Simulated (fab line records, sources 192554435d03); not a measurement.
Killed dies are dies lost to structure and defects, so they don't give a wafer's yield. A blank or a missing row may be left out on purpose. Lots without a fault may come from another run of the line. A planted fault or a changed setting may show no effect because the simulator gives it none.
fab line records | flow n5_finfet
record lots=20 wafers=60 last_day=17
route steps=1938 shown FIN_SAQP@94 FIN_CUT@173
lots that met no fault: from a run of the same line without faults
start_h: hours from the record's first day to the start of the lot's first wafer shown | wait_h: hours since the lot's step before | " the same as in the row above | L1.1+2: a row that stands for several wafers | - no value, or no start given | * or withheld: withheld | < > ~ a bound
route shown NAME@n: a module of which the file shows steps, and the number in the route of the first | usual: mean/standard deviation of fault-free wafers | same: alike in all rows | chamber/n: place in a boat | sites: the reading at each site | _std_site: their standard deviation | _edge_site: outer sites' mean less inner sites' | radius_mm: how far each site lies from the wafer's centre | mask NAME#n: copy n | behind: the tool/chamber that last shaped the wafer | hold: why the lot was held/for how many hours/how that ended | device: the transistor (n, p or np) that didn't switch | end of line: the same wafers' tests at the end of the route | a step without rows: its recipe alone | killed: dies lost to structure and defects at the first sort, not the wafer's yield | map: a wafer's dies, x killed, . not, _ none there
set.NAME: the setting as run; set.NAME@STEP: as run at that earlier step | model.NAME: the simulator's own value behind a step, which no gauge read
steps of the route over a sample of lots; a table a step, a row a wafer
services: from which hour (start_h, from the record's first day; less than 0 if before it) a tool's chamber was out of use, for how many hours, and why
## steps
# step N5_FIN_SAQP_ALD_61
# recipe material=SiO2 target_thk_a=40 temp_c=300 ald_precursor_family=BDEAS ald_co_reactant=O2-plasma pulse_time_s=1 purge_time_s=2 co_reactant_purge_time_s=2 ald_cycles=43 pressure_torr=2
# usual heater_power_w=479/33 precursor_pulse_height_rel=1.001/0.021
# columns lot.wafer tool chamber start_h wait_h heater_power_w precursor_pulse_height_rel
L074.2 ald_sin-03 0 20.48 0.0 508 0.992
L074.3 " 3 " " 491 0.979
L074.4 " 0 " " 513 1.027
L075.1 ald_sin-02 0 27.75 0.1 490 1.001
L075.5 " 3 " " 434 1.008
L075.6 " 0 " " 492 1.044
L078.1 ald_sin-03 1 44.35 0.0 428 0.995
L078.5 " 3 " " 512 0.998
L078.6 " 2 " " 500 0.988
L079.2 ald_sin-02 2 53.57 0.0 510 0.965
L079.4 " 0 " " 497 1.008
L079.6 " 1 " " 444 1.016
L080.4 ald_sin-02 1 57.91 0.0 445 1.019
L080.5 " 2 " " 503 1.032
L080.6 " 1 " " 452 0.981
L081.1 ald_sin-03 2 63.69 0.0 493 0.975
L081.2 " 0 " " 509 0.994
L081.5 " 0 " " 519 1.026
L082.1 ald_sin-04 1 70.17 0.3 551 1.013
L082.3 " 3 " " 457 1.005
L082.5 " 0 " " 468 0.995
L083.1 ald_sin-03 0 75.63 0.4 502 1.044
L083.3 " 3 " " 508 0.996
L083.5 " 0 " " 495 1.003
L084.3 ald_sin-03 0 80.54 0.3 516 1.013
L084.4 " 1 " " 431 1.003
L084.5 " 3 " " 512 0.963
L085.1 ald_sin-02 0 86.36 0.0 480 1.032
L085.4 " 2 " " 504 1.054
L085.5 " 3 " " 431 1.007
L086.2 ald_sin-04 1 93.54 1.7 561 1.008
L086.5 " 0 " " 470 1.011
L086.6 " 3 " " 462 1.010
L087.1 ald_sin-03 1 100.44 0.0 434 1.022
L087.4 " 0 " " 488 0.982
L087.5 " 0 " " 478 0.985
L088.2 ald_sin-04 0 104.84 0.0 478 1.005
L088.4 " 1 " " 560 0.999
L088.6 " 2 " " 495 0.998
L090.3 ald_sin-04 2 116.60 0.0 497 0.979
L090.5 " 0 " " 474 1.011
L090.6 " 1 " " 575 0.968
L092.3 ald_sin-03 1 128.82 0.0 436 1.014
L092.4 " 0 " " 476 0.986
L092.5 " 2 " " 487 0.978
L093.2 ald_sin-02 3 134.33 0.0 445 1.004
L093.4 " 2 " " 503 0.971
L093.5 " 2 " " 505 1.000
L094.1 ald_sin-02 3 140.36 0.0 436 0.952
L094.2 " 2 " " 507 1.013
L094.4 " 0 " " 487 1.044
L095.1 ald_sin-02 2 146.31 0.0 493 0.975
L095.4 " 1 " " 460 0.999
L095.5 " 3 " " 437 0.984
L096.1 ald_sin-04 0 153.35 0.1 476 1.013
L096.2 " 3 " " 467 0.971
L096.3 " 1 " " 557 1.013
L097.1 ald_sin-02 2 158.47 0.1 496 1.014
L097.2 " 3 " " 433 0.968
L097.6 " 3 " " 446 1.009
# step N5_FIN_SAQP_ETCH_57
# recipe chemistry=CH3F/O2 target=SiNx mask_material=SiO2 target_depth_a=325 time_s=46.4 pressure_mtorr=30 source_w=395 bias_w=73 Ar_flow_sccm=150 CH3F_flow_sccm=30 O2_flow_sccm=20 ion_energy_ev=120 ends=cleared
# usual drypump_motor_current_A=5.7/0.33 etch_rf_on_time_s=46.0/1.2 oes_product_au=0.68/0.076 rf_fwd_power_W=388.8/1.7 rf_vpp_V=299/8.4 showerhead_plenum_p_Torr=2.02/0.048 throttle_valve_pct=16.34/0.28
# columns lot.wafer tool chamber start_h wait_h drypump_motor_current_A etch_rf_on_time_s oes_product_au rf_fwd_power_W rf_hours_counter_h rf_vpp_V showerhead_plenum_p_Torr throttle_valve_pct
L074.2 rie_diel-01 2 25.55 0.1 5.9 48.0 0.60 388.7 185 293 1.93 16.86
L074.3 " 3 " " 5.5 45.6 0.81 388.5 8 306 2.03 16.21
L074.4 " 1 " " 5.6 47.6 0.66 389.7 137 306 2.07 16.48
L075.1 rie_diel-04 1 31.24 0.0 5.4 45.4 0.64 388.8 155 305 2.01 16.21
L075.5 " 0 " " 6.2 46.3 0.60 387.9 - 310 2.04 16.26
L075.6 " 1 " " 5.4 46.3 0.64 387.4 - 306 2.01 16.20
L078.1 rie_diel-01 2 49.62 0.2 5.8 46.8 0.60 389.2 194 295 1.93 16.86
L078.5 " 0 " " 5.1 46.7 0.59 387.7 - 288 2.04 16.54
L078.6 " 3 " " 5.5 45.6 0.79 385.5 - 306 2.02 16.23
L079.2 rie_diel-01 3 57.99 0.2 5.5 44.8 0.79 386.8 22 305 2.02 16.25
L079.4 " 0 " " 5.1 46.4 0.59 389.8 249 290 2.04 16.54
L079.6 " 0 " " 5.1 46.1 0.59 388.9 - 289 2.04 16.55
L080.4 rie_diel-04 1 62.78 0.3 5.4 47.8 0.62 387.9 171 305 2.00 16.25
L080.5 " 0 " " 6.2 44.6 0.84 387.0 - 309 2.04 15.89
L080.6 " 3 " " 6.1 46.3 0.73 390.5 - 300 1.97 16.18
L081.1 rie_diel-01 2 67.43 0.0 5.8 46.7 0.61 391.6 203 293 1.93 16.91
L081.2 " 1 " " 5.5 45.8 0.66 389.8 157 305 2.06 16.51
L081.5 " 1 " " 5.6 45.9 0.66 390.1 - 306 2.06 16.52
L082.1 rie_diel-06 0 73.81 0.1 5.6 46.2 0.76 389.2 14 316 1.96 15.81
L082.3 " 2 " " 5.7 43.7 0.76 388.9 44 300 2.05 16.44
L082.5 " 0 " " 5.5 46.6 0.76 389.3 - 317 1.96 15.82
L083.1 rie_diel-04 1 79.19 0.0 5.4 46.9 0.62 386.2 178 307 2.00 16.25
L083.3 " 0 " " 6.2 44.3 0.81 386.1 10 309 2.04 15.90
L083.5 " 2 " " 5.5 45.2 0.63 388.4 - 286 2.08 16.10
L084.3 rie_diel-04 1 83.98 0.0 5.4 45.8 0.62 388.7 180 305 2.00 16.27
L084.4 " 2 " " 5.4 44.7 0.63 389.4 163 286 2.08 16.10
L084.5 " 1 " " 5.4 46.2 0.62 387.7 - 305 2.00 16.28
L085.1 rie_diel-01 1 91.28 0.2 5.6 46.4 0.64 390.1 166 306 2.06 16.53
L085.4 " 0 " " 5.1 45.6 0.80 389.0 5 288 2.04 16.06
L085.5 " 0 " " 5.1 45.5 0.81 390.0 - 289 2.04 16.05
L086.2 rie_diel-01 0 97.42 0.1 5.1 45.0 0.81 389.8 7 288 2.04 16.06
L086.5 " 1 " " 5.6 47.2 0.64 391.5 - 306 2.06 16.53
L086.6 " 2 " " 5.8 49.5 0.59 392.3 - 294 1.92 16.93
L087.1 rie_diel-04 3 103.75 0.0 6.1 46.7 0.71 389.1 56 299 1.97 16.24
L087.4 " 1 " " 5.4 46.6 0.62 388.9 - 306 2.00 16.26
L087.5 " 2 " " 5.5 46.4 0.63 389.8 - 285 2.08 16.14
L088.2 rie_diel-01 3 108.93 0.2 5.5 46.2 0.76 386.5 39 305 2.02 16.29
L088.4 " 1 " " 5.6 47.1 0.65 389.2 171 305 2.06 16.55
L088.6 " 3 " " 5.5 47.1 0.76 388.8 - 306 2.02 16.27
L090.3 rie_diel-04 2 120.50 0.1 5.5 44.7 0.62 391.0 175 287 2.07 16.13
L090.5 " 3 " " 6.2 48.1 0.69 391.1 - 301 1.96 16.23
L090.6 " 2 " " 5.4 44.9 0.62 389.5 - 286 2.07 16.13
L092.3 rie_diel-04 0 133.19 0.1 6.2 44.6 0.78 385.6 27 309 2.03 15.93
L092.4 " 3 " " 6.1 46.7 0.69 388.6 65 298 1.96 16.23
L092.5 " 3 " " 6.1 47.0 0.69 388.7 - 299 1.96 16.22
L093.2 rie_diel-01 2 138.23 0.0 5.8 46.8 0.58 390.7 228 295 1.92 16.96
L093.4 " 3 " " 5.5 45.7 0.74 385.8 50 306 2.01 16.30
L093.5 " 2 " " 5.9 48.1 0.58 388.2 - 294 1.92 16.95
L094.1 rie_diel-01 1 143.98 0.0 5.6 46.3 0.63 390.6 184 306 2.05 16.57
L094.2 " 3 " " 5.6 46.0 0.74 387.9 51 306 2.01 16.30
L094.4 " 0 " " 5.1 45.1 0.76 389.4 23 288 2.03 16.10
L095.1 rie_diel-06 3 149.65 0.0 6.0 46.5 0.71 388.0 88 286 2.02 16.16
L095.4 " 1 " " 5.9 46.8 0.59 389.6 239 294 2.07 16.70
L095.5 " 3 " " 6.0 47.8 0.71 389.4 - 284 2.02 16.17
L096.1 rie_diel-04 0 156.95 0.0 6.2 44.1 0.76 386.7 36 309 2.03 15.96
L096.2 " 3 " " 6.1 45.6 0.68 387.5 73 299 1.96 16.25
L096.3 " 2 " " 5.5 43.8 0.62 391.1 188 286 2.07 16.17
L097.1 rie_diel-04 2 162.27 0.0 5.5 42.2 0.62 389.4 190 286 2.07 16.17
L097.2 " 0 " " 6.2 43.1 0.77 386.0 38 310 2.03 15.96
L097.6 " 2 " " 5.5 43.6 0.62 390.5 - 287 2.07 16.16
# step N5_FIN_SAQP_ETCH_34
# recipe chemistry=C4F6/O2 target=SiO2 target_depth_a=450 time_s=15 ion_energy_ev=250 pressure_mtorr=30 source_w=345 bias_w=185 Ar_flow_sccm=300 C4F6_flow_sccm=10 O2_flow_sccm=10 ends=cleared
# usual drypump_motor_current_A=5.7/0.3 etch_rf_on_time_s=14.9/0.32 oes_product_au=0.68/0.072 rf_fwd_power_W=336.3/1 rf_vpp_V=669/21 showerhead_plenum_p_Torr=2.87/0.064 throttle_valve_pct=21.1/0.3
# columns lot.wafer tool chamber start_h wait_h drypump_motor_current_A etch_rf_on_time_s oes_product_au rf_fwd_power_W rf_hours_counter_h rf_vpp_V showerhead_plenum_p_Torr throttle_valve_pct
L074.2 rie_diel-04 0 27.16 0.0 6.2 15.4 0.60 334.6 245 693 2.91 20.9
L074.3 " 2 " " 5.5 14.4 0.65 336.6 137 639 2.97 20.8
L074.4 " 1 " " 5.4 14.9 0.64 336.3 154 687 2.85 20.9
L075.1 rie_diel-04 2 32.92 0.0 5.5 14.3 0.65 335.4 139 639 2.96 20.8
L075.5 " 2 " " 5.5 14.3 0.65 335.6 - 639 2.96 20.8
L075.6 " 3 " " 6.2 15.1 0.74 337.2 - 673 2.82 21.0
L078.1 rie_diel-04 3 51.47 0.0 6.2 15.1 0.73 337.5 34 670 2.81 21.0
L078.5 " 2 " " 5.4 14.6 0.64 335.2 - 639 2.96 20.8
L078.6 " 3 " " 6.2 15.1 0.73 337.3 - 672 2.81 21.0
L079.2 rie_diel-01 2 60.65 0.0 5.9 15.5 0.60 337.0 199 658 2.75 21.7
L079.4 " 1 " " 5.5 14.8 0.66 335.7 - 682 2.93 21.2
L079.6 " 2 " " 5.9 15.5 0.60 335.6 - 659 2.75 21.7
L080.4 rie_diel-06 3 64.83 0.0 6.1 15.0 0.74 335.2 60 638 2.89 20.8
L080.5 " 2 " " 5.6 14.5 0.77 337.9 - 672 2.92 21.3
L080.6 " 1 " " 5.9 15.0 0.60 337.2 - 657 2.96 21.4
L081.1 rie_diel-06 1 69.42 0.0 5.9 15.0 0.60 335.0 209 659 2.96 21.4
L081.2 " 3 " " 6.1 15.0 0.74 335.9 61 637 2.89 20.8
L081.5 " 0 " " 5.6 15.1 0.77 337.3 - 713 2.79 20.6
L082.1 rie_diel-01 2 75.97 0.0 5.8 15.7 0.59 335.3 207 658 2.75 21.7
L082.3 " 3 " " 5.5 14.8 0.77 334.1 27 685 2.87 21.0
L082.5 " 2 " " 5.8 15.7 0.59 335.1 - 659 2.75 21.7
L083.1 rie_diel-04 1 81.05 0.0 5.4 15.0 0.62 335.3 179 686 2.84 20.9
L083.3 " 3 " " 6.2 15.2 0.71 336.8 47 671 2.81 21.0
L083.5 " 2 " " 5.5 14.6 0.64 335.4 - 640 2.95 20.8
L084.3 rie_diel-06 1 85.62 0.0 5.9 15.1 0.59 336.2 216 657 2.96 21.4
L084.4 " 3 " " 6.1 15.0 0.74 336.1 65 638 2.89 20.9
L084.5 " 1 " " 5.9 15.0 0.59 335.8 - 659 2.96 21.4
L085.1 rie_diel-01 3 94.34 0.0 5.5 14.7 0.77 335.0 33 684 2.87 21.0
L085.4 " 0 " " 5.1 14.6 0.80 336.5 6 645 2.89 20.8
L085.5 " 3 " " 5.6 14.7 0.76 335.0 - 685 2.87 21.0
L086.2 rie_diel-01 3 99.16 0.0 5.5 14.8 0.76 336.5 35 684 2.87 21.0
L086.5 " 3 " " 5.5 14.7 0.76 336.7 - 684 2.86 21.0
L086.6 " 2 " " 5.8 15.4 0.59 336.8 - 658 2.75 21.7
L087.1 rie_diel-04 0 105.76 0.0 6.2 14.4 0.79 337.4 18 692 2.90 20.7
L087.4 " 1 " " 5.4 14.8 0.62 335.4 189 687 2.84 21.0
L087.5 " 1 " " 5.4 14.9 0.62 336.5 - 686 2.84 21.0
L088.2 rie_diel-01 3 110.71 0.0 5.6 14.8 0.75 337.1 39 685 2.86 21.0
L088.4 " 2 " " 5.9 15.5 0.58 335.9 219 658 2.74 21.7
L088.6 " 1 " " 5.5 15.1 0.64 337.5 - 685 2.92 21.2
L090.3 rie_diel-06 0 122.12 0.0 5.6 15.3 0.73 335.1 33 711 2.79 20.6
L090.5 " 3 " " 6.1 15.1 0.73 336.7 - 638 2.88 20.9
L090.6 " 0 " " 5.6 15.2 0.73 333.9 - 711 2.79 20.6
L092.3 rie_diel-01 0 135.03 0.0 5.1 14.6 0.78 337.6 20 645 2.89 20.8
L092.4 " 2 " " 5.8 15.4 0.59 338.1 227 658 2.74 21.7
L092.5 " 1 " " 5.6 15.0 0.63 335.5 - 683 2.92 21.2
L093.2 rie_diel-06 0 140.09 0.0 5.6 15.1 0.73 335.8 38 712 2.78 20.6
L093.4 " 1 " " 6.0 14.8 0.58 335.8 235 657 2.95 21.4
L093.5 " 1 " " 5.9 14.9 0.59 336.9 - 658 2.95 21.4
L094.1 rie_diel-04 0 145.61 0.0 6.2 14.6 0.76 336.6 31 693 2.89 20.7
L094.2 " 3 " " 6.2 15.1 0.69 336.1 68 672 2.80 21.0
L094.4 " 2 " " 5.5 14.4 0.62 336.9 184 640 2.94 20.8
L095.1 rie_diel-04 2 151.44 0.0 5.5 14.6 0.63 335.5 186 639 2.94 20.8
L095.4 " 0 " " 6.2 14.5 0.77 335.7 33 691 2.89 20.7
L095.5 " 3 " " 6.1 15.2 0.69 334.7 - 672 2.80 21.0
L096.1 rie_diel-01 3 158.84 0.0 5.6 15.0 0.73 336.5 56 684 2.86 21.0
L096.2 " 0 " " 5.1 14.7 0.75 336.3 28 644 2.88 20.8
L096.3 " 2 " " 5.8 15.6 0.58 336.9 235 658 2.74 21.7
L097.1 rie_diel-06 3 164.03 0.0 6.1 15.4 0.71 334.8 93 637 2.87 20.9
L097.2 " 1 " " 5.9 15.0 0.58 336.5 246 657 2.95 21.4
L097.6 " 3 " " 6.1 15.2 0.70 338.4 - 636 2.87 20.9
# step N5_FIN_CUT_CUT_ETCH_26
# recipe chemistry=CH3F/O2 target=SiNx target_depth_a=390 mask_material=SOC time_s=55.7 pressure_mtorr=30 source_w=395 bias_w=73 Ar_flow_sccm=150 CH3F_flow_sccm=30 O2_flow_sccm=20 ion_energy_ev=120
# usual drypump_motor_current_A=5.7/0.48 oes_product_au=0.81/0.079 rf_fwd_power_W=391.3/1.3 rf_vpp_V=300/6.6 showerhead_plenum_p_Torr=2.00/0.041 throttle_valve_pct=16.24/0.23
# columns lot.wafer tool chamber start_h wait_h drypump_motor_current_A oes_product_au rf_fwd_power_W rf_hours_counter_h rf_vpp_V showerhead_plenum_p_Torr throttle_valve_pct
L074.2 rie_diel-05 2 28.49 0.0 5.8 0.87 389.9 52 290 2.03 16.02
L074.3 " 1 " " 5.6 0.79 388.3 111 290 2.08 16.05
L074.4 " 0 " " 5.8 0.74 391.3 176 303 1.99 16.33
L075.1 rie_diel-03 3 34.25 0.0 6.6 0.87 391.5 43 295 2.02 15.97
L075.5 " 0 " " 5.3 0.91 391.6 - 308 1.96 16.20
L075.6 " 1 " " 4.8 0.71 393.1 - 307 2.05 16.59
L078.1 rie_diel-05 3 52.93 0.0 6.4 0.87 391.9 50 298 1.97 16.50
L078.5 " 3 " " 6.4 0.87 391.8 - 299 1.97 16.48
L078.6 " 0 " " 5.8 0.75 389.0 - 304 1.99 16.35
L079.2 rie_diel-05 1 62.11 0.0 5.7 0.77 392.4 121 291 2.07 16.06
L079.4 " 2 " " 5.9 0.86 391.4 63 290 2.03 16.04
L079.6 " 0 " " 5.8 0.74 389.3 - 306 1.99 16.35
L080.4 rie_diel-05 0 66.28 0.0 5.8 0.74 392.0 187 304 1.99 16.37
L080.5 " 2 " " 5.9 0.86 390.7 - 289 2.03 16.04
L080.6 " 3 " " 6.4 0.87 391.7 - 298 1.97 16.48
L081.1 rie_diel-02 0 70.87 0.0 5.4 0.97 391.0 14 309 1.98 15.81
L081.2 " 2 " " 6.4 0.75 390.3 133 299 2.01 16.49
L081.5 " 3 " " 5.4 0.78 393.6 - 305 1.98 16.40
L082.1 rie_diel-02 3 77.31 0.0 5.4 0.78 393.5 135 307 1.98 16.40
L082.3 " 2 " " 6.5 0.74 390.0 134 298 2.01 16.46
L082.5 " 0 " " 5.4 0.96 390.5 - 308 1.97 15.84
L083.1 rie_diel-02 1 82.37 0.0 5.7 0.84 389.2 62 300 1.95 16.18
L083.3 " 3 " " 5.4 0.77 392.7 138 306 1.98 16.42
L083.5 " 0 " " 5.4 0.96 390.0 - 308 1.97 15.83
L084.3 rie_diel-03 3 87.20 0.0 6.6 0.85 390.0 58 294 2.01 15.98
L084.4 " 2 " " 5.8 0.72 392.0 202 294 2.07 16.40
L084.5 " 2 " " 5.7 0.72 390.2 - 296 2.07 16.39
L085.1 rie_diel-02 2 95.68 0.0 6.4 0.73 391.5 140 298 2.00 16.48
L085.4 " 1 " " 5.7 0.83 391.0 65 299 1.95 16.20
L085.5 " 3 " " 5.4 0.76 392.5 - 307 1.98 16.42
L086.2 rie_diel-02 1 100.83 0.0 5.7 0.83 391.7 68 299 1.95 16.20
L086.5 " 1 " " 5.7 0.83 390.3 - 298 1.95 16.19
L086.6 " 0 " " 5.4 0.95 389.8 - 309 1.97 15.84
L087.1 rie_diel-03 3 107.22 0.0 6.6 0.85 390.7 64 293 2.01 16.02
L087.4 " 2 " " 5.7 0.72 391.0 208 295 2.06 16.42
L087.5 " 2 " " 5.7 0.72 391.6 - 296 2.06 16.40
L088.2 rie_diel-05 0 112.05 0.0 5.8 0.73 391.2 201 304 1.98 16.37
L088.4 " 2 " " 5.9 0.86 389.5 74 289 2.02 16.09
L088.6 " 2 " " 5.9 0.85 389.1 - 287 2.02 16.06
L090.3 rie_diel-02 0 123.58 0.0 5.4 0.93 390.4 31 309 1.97 15.86
L090.5 " 2 " " 6.4 0.73 390.3 - 300 2.00 16.48
L090.6 " 1 " " 5.7 0.84 390.7 - 299 1.95 16.21
L092.3 rie_diel-05 0 136.49 0.0 5.9 0.71 387.7 210 305 1.98 16.38
L092.4 " 0 " " 5.9 0.72 390.3 - 304 1.98 16.40
L092.5 " 2 " " 5.9 0.84 390.2 - 288 2.02 16.08
L093.2 rie_diel-03 0 141.77 0.0 5.3 0.85 392.7 66 306 1.95 16.25
L093.4 " 3 " " 6.6 0.83 391.5 76 294 2.01 16.02
L093.5 " 0 " " 5.3 0.86 391.6 - 308 1.95 16.25
L094.1 rie_diel-05 1 147.15 0.0 5.6 0.75 391.1 151 288 2.06 16.12
L094.2 " 0 " " 5.8 0.72 393.8 215 304 1.98 16.41
L094.4 " 3 " " 6.4 0.84 389.4 74 298 1.96 16.54
L095.1 rie_diel-05 2 152.95 0.0 5.8 0.83 390.3 90 289 2.02 16.10
L095.4 " 0 " " 5.8 0.72 391.3 217 304 1.98 16.40
L095.5 " 2 " " 5.9 0.84 391.1 - 289 2.02 16.09
L096.1 rie_diel-02 0 160.31 0.0 5.4 0.91 389.8 41 310 1.97 15.89
L096.2 " 1 " " 5.7 0.81 390.7 86 299 1.94 16.21
L096.3 " 2 " " 6.5 0.72 392.5 157 298 2.00 16.51
L097.1 rie_diel-05 1 165.48 0.0 5.7 0.75 392.7 155 290 2.06 16.13
L097.2 " 0 " " 5.8 0.71 390.7 219 303 1.98 16.40
L097.6 " 2 " " 5.9 0.82 391.7 - 289 2.02 16.10
# step N5_FIN_CUT_CUT_ETCH_27
# recipe chemistry=CHF3/O2 target=SiO2 target_depth_a=40 mask_material=SOC overetch_a=20 time_s=4.9 pressure_mtorr=30 source_w=650 bias_w=170 Ar_flow_sccm=200 CHF3_flow_sccm=50 O2_flow_sccm=5 ion_energy_ev=200
# usual drypump_motor_current_A=5.7/0.48 oes_product_au=0.64/0.056 rf_fwd_power_W=644.2/2.3 rf_vpp_V=528/12 showerhead_plenum_p_Torr=2.41/0.048 throttle_valve_pct=18.70/0.23
# columns lot.wafer tool chamber start_h wait_h drypump_motor_current_A oes_product_au rf_fwd_power_W rf_hours_counter_h rf_vpp_V showerhead_plenum_p_Torr throttle_valve_pct
L074.2 rie_diel-05 2 28.54 0.0 5.9 0.69 642.5 52 509 2.44 18.46
L074.3 " 1 " " 5.7 0.62 647.4 111 512 2.51 18.54
L074.4 " 0 " " 5.8 0.60 643.0 176 536 2.40 18.77
L075.1 rie_diel-03 3 34.29 0.0 6.6 0.68 646.4 43 517 2.42 18.39
L075.5 " 0 " " 5.3 0.71 644.9 - 542 2.37 18.70
L075.6 " 1 " " 4.8 0.56 645.2 - 540 2.47 19.02
L078.1 rie_diel-05 3 52.97 0.0 6.4 0.68 644.7 50 526 2.38 19.05
L078.5 " 3 " " 6.4 0.67 643.8 - 527 2.38 19.03
L078.6 " 0 " " 5.9 0.60 642.6 - 536 2.39 18.78
L079.2 rie_diel-05 1 62.15 0.0 5.7 0.61 641.0 121 512 2.50 18.56
L079.4 " 2 " " 5.9 0.66 643.8 63 508 2.43 18.48
L079.6 " 0 " " 5.8 0.59 641.1 - 536 2.39 18.80
L080.4 rie_diel-05 0 66.33 0.0 5.9 0.59 642.8 187 537 2.39 18.79
L080.5 " 2 " " 5.9 0.66 645.5 - 507 2.43 18.48
L080.6 " 3 " " 6.4 0.68 644.5 - 524 2.38 19.04
L081.1 rie_diel-02 0 70.91 0.0 5.4 0.75 640.5 14 544 2.38 18.33
L081.2 " 2 " " 6.4 0.59 642.6 133 526 2.41 18.87
L081.5 " 3 " " 5.4 0.61 644.9 - 541 2.38 18.84
L082.1 rie_diel-02 3 77.35 0.0 5.4 0.61 646.6 135 540 2.38 18.83
L082.3 " 2 " " 6.4 0.58 645.3 134 525 2.41 18.88
L082.5 " 0 " " 5.4 0.74 641.6 - 544 2.38 18.33
L083.1 rie_diel-02 1 82.42 0.0 5.7 0.66 640.4 62 526 2.35 18.63
L083.3 " 3 " " 5.4 0.60 648.1 138 541 2.38 18.84
L083.5 " 0 " " 5.4 0.74 643.2 - 543 2.38 18.31
L084.3 rie_diel-03 3 87.25 0.0 6.6 0.67 644.6 58 517 2.42 18.42
L084.4 " 2 " " 5.7 0.57 644.3 202 522 2.49 18.87
L084.5 " 2 " " 5.7 0.57 644.0 - 521 2.49 18.87
L085.1 rie_diel-02 2 95.72 0.0 6.5 0.58 644.4 140 525 2.41 18.89
L085.4 " 1 " " 5.7 0.67 642.2 65 526 2.35 18.65
L085.5 " 3 " " 5.4 0.61 646.0 - 541 2.38 18.84
L086.2 rie_diel-02 1 100.90 0.0 5.7 0.66 640.9 68 526 2.34 18.65
L086.5 " 1 " " 5.7 0.65 641.9 - 528 2.34 18.65
L086.6 " 0 " " 5.4 0.72 641.4 - 544 2.38 18.34
L087.1 rie_diel-03 3 107.26 0.0 6.7 0.66 645.8 64 516 2.42 18.43
L087.4 " 2 " " 5.7 0.58 648.1 208 522 2.48 18.87
L087.5 " 2 " " 5.7 0.57 645.6 - 521 2.49 18.88
L088.2 rie_diel-05 0 112.10 0.0 5.9 0.58 641.7 202 536 2.39 18.82
L088.4 " 2 " " 5.9 0.67 640.6 74 508 2.43 18.51
L088.6 " 2 " " 5.9 0.67 640.7 - 508 2.43 18.51
L090.3 rie_diel-02 0 123.63 0.0 5.4 0.72 642.4 32 544 2.38 18.34
L090.5 " 2 " " 6.4 0.58 644.6 - 526 2.40 18.90
L090.6 " 1 " " 5.7 0.65 645.9 - 527 2.34 18.65
L092.3 rie_diel-05 0 136.53 0.0 5.9 0.58 643.4 210 535 2.38 18.83
L092.4 " 0 " " 5.8 0.58 643.6 - 535 2.38 18.83
L092.5 " 2 " " 5.9 0.66 644.7 - 507 2.43 18.53
L093.2 rie_diel-03 0 141.82 0.0 5.3 0.67 647.2 66 541 2.35 18.76
L093.4 " 3 " " 6.7 0.65 643.0 76 518 2.41 18.45
L093.5 " 0 " " 5.3 0.67 645.1 - 541 2.35 18.74
L094.1 rie_diel-05 1 147.20 0.0 5.7 0.59 646.2 151 512 2.49 18.60
L094.2 " 0 " " 5.8 0.57 644.3 215 537 2.38 18.84
L094.4 " 3 " " 6.4 0.65 646.3 74 527 2.37 19.07
L095.1 rie_diel-05 2 153.00 0.0 5.9 0.65 645.4 90 507 2.42 18.54
L095.4 " 0 " " 5.8 0.57 642.2 217 535 2.38 18.84
L095.5 " 2 " " 5.9 0.65 642.2 - 507 2.42 18.55
L096.1 rie_diel-02 0 160.36 0.0 5.4 0.70 643.8 42 545 2.37 18.33
L096.2 " 1 " " 5.7 0.64 639.7 86 525 2.34 18.68
L096.3 " 2 " " 6.4 0.57 643.9 157 526 2.40 18.92
L097.1 rie_diel-05 1 165.53 0.0 5.7 0.59 648.2 155 514 2.49 18.61
L097.2 " 0 " " 5.8 0.57 642.6 219 534 2.38 18.82
L097.6 " 2 " " 5.8 0.66 644.4 - 506 2.42 18.52
# step N5_FIN_CUT_INSPECT_17
# recipe inspect_instrument=brightfield mode=aei
# usual raw_defect_count=241/65
# columns lot.wafer tool chamber start_h wait_h raw_defect_count
L074.2 defect_inspect-01 - 29.00 0.0 189
L074.3 " - " " 225
L074.4 " - " " 277
L075.1 defect_inspect-01 - 34.72 0.0 174
L075.5 " - " " 290
L075.6 " - " " 213
L078.1 defect_inspect-01 - 53.41 0.0 258
L078.5 " - " " 250
L078.6 " - " " 284
L079.2 defect_inspect-01 - 62.62 0.0 180
L079.4 " - " " 312
L079.6 " - " " 273
L080.4 defect_inspect-02 - 66.80 0.0 321
L080.5 " - " " 338
L080.6 " - " " 293
L081.1 defect_inspect-01 - 71.34 0.0 192
L081.2 " - " " 155
L081.5 " - " " 172
L082.1 defect_inspect-01 - 77.79 0.0 264
L082.3 " - " " 225
L082.5 " - " " 160
L083.1 defect_inspect-02 - 82.85 0.0 247
L083.3 " - " " 131
L083.5 " - " " 257
L084.3 defect_inspect-01 - 87.75 0.0 424
L084.4 " - " " 307
L084.5 " - " " 308
L085.1 defect_inspect-02 - 96.63 0.0 223
L085.4 " - " " 353
L085.5 " - " " 273
L086.2 defect_inspect-01 - 101.35 0.0 227
L086.5 " - " " 236
L086.6 " - " " 267
L087.1 defect_inspect-02 - 107.75 0.0 298
L087.4 " - " " 306
L087.5 " - " " 212
L088.2 defect_inspect-01 - 112.54 0.0 185
L088.4 " - " " 292
L088.6 " - " " 378
L090.3 defect_inspect-01 - 124.07 0.0 339
L090.5 " - " " 338
L090.6 " - " " 299
L092.3 defect_inspect-01 - 136.97 0.0 200
L092.4 " - " " 198
L092.5 " - " " 215
L093.2 defect_inspect-01 - 142.26 0.0 271
L093.4 " - " " 336
L093.5 " - " " 319
L094.1 defect_inspect-01 - 147.63 0.0 262
L094.2 " - " " 274
L094.4 " - " " 284
L095.1 defect_inspect-01 - 153.61 0.0 166
L095.4 " - " " 247
L095.5 " - " " 321
L096.1 defect_inspect-01 - 160.79 0.0 276
L096.2 " - " " 331
L096.3 " - " " 179
L097.1 defect_inspect-02 - 165.99 0.0 243
L097.2 " - " " 185
L097.6 " - " " 225
## services
# columns tool chamber start_h hours kind
ald_sin-02 3 0.23 6.0 repair
ald_sin-03 2 7.26 4.0 repair
rie_diel-03 2 8.25 2.8 repair
ald_sin-02 - 9.32 1.3 repair
rie_diel-05 3 11.97 4.0 repair
rie_diel-02 3 13.30 5.3 repair
ald_sin-03 2 19.50 4.5 repair
rie_diel-02 3 22.54 6.3 repair
rie_diel-01 2 33.57 4.7 repair
rie_diel-06 - 36.66 28.1 pm
rie_diel-01 3 64.59 9.1 repair
rie_diel-06 3 73.33 7.0 repair
ald_sin-03 2 73.47 9.4 repair
ald_sin-03 - 85.25 14.0 pm
rie_diel-02 - 89.59 0.7 repair
rie_diel-02 2 95.78 4.7 repair
rie_diel-02 3 97.68 4.5 repair
rie_diel-04 0 102.22 2.3 repair
rie_diel-02 3 119.31 7.9 repair
rie_diel-05 - 122.19 0.2 repair
rie_diel-05 3 129.67 16.7 repair
ald_sin-02 0 151.84 12.4 repair
rie_diel-06 0 155.65 13.1 repair
rie_diel-05 - 159.80 1.1 repair
## key
fault none
